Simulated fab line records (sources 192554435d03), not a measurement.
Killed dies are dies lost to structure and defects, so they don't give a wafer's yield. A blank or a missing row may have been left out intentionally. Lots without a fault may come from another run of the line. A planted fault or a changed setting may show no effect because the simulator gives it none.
Matching of chambers ; flow n5 finfet ; pecvd-03 running N5_BEOL_M4_ILD_DEP_00: 3 sister chambers
The step deposits SiOC from DEMS/O2, target thk 79 nm, time 15.3 s. 3 wafers are shown with their chamber, then 12 later ones without.

WAFERS PAIRED WITH THEIR CHAMBERS
wafer;chamber;showerhead plenum p Torr (Torr)
L091.1;2;5.677
L091.2;1;5.661
L091.3;0;5.689

WAFERS WHOSE CHAMBER IS MISSING
wafer;showerhead plenum p Torr (Torr)
L090.3;5.680
L090.5;5.659
L090.6;5.696
L094.1;5.690
L094.5;5.685
L094.6;5.683
L082.1;5.663
L082.3;5.681
L082.6;5.685
L097.3;5.700
L097.4;5.680
L097.5;5.686

EACH ONE'S CHAMBER
wafer;from the rows above;in truth
L090.3;can't be placed: 2 or 0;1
L090.5;1;1
L090.6;0;0
L094.1;0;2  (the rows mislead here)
L094.5;can't be placed: 0 or 2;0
L094.6;can't be placed: 0 or 2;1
L082.1;1;1
L082.3;can't be placed: 2 or 0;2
L082.6;can't be placed: 0 or 2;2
L097.3;0;0
L097.4;can't be placed: 2 or 0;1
L097.5;can't be placed: 0 or 2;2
4 of 12 placed correctly. Cannot be placed on the basis of these rows: 7; the candidates contain the true chamber in 4. Placed wrongly: 1.
How it was worked out, from the rows above alone: a wafer's distance from a chamber is the root of the sum, over the readings, of the square of ((its reading less the chamber's mean) divided by the reading's scatter). If the next closest chamber is less than 2 further off than the closest, the wafer can't be placed; otherwise it belongs to the closest. The mean given for a chamber averages the wafers shown for that chamber. The scatter (one wafer shown for each chamber): square how far every hidden wafer sits from the nearest shown wafer, average those squares and take the square root.
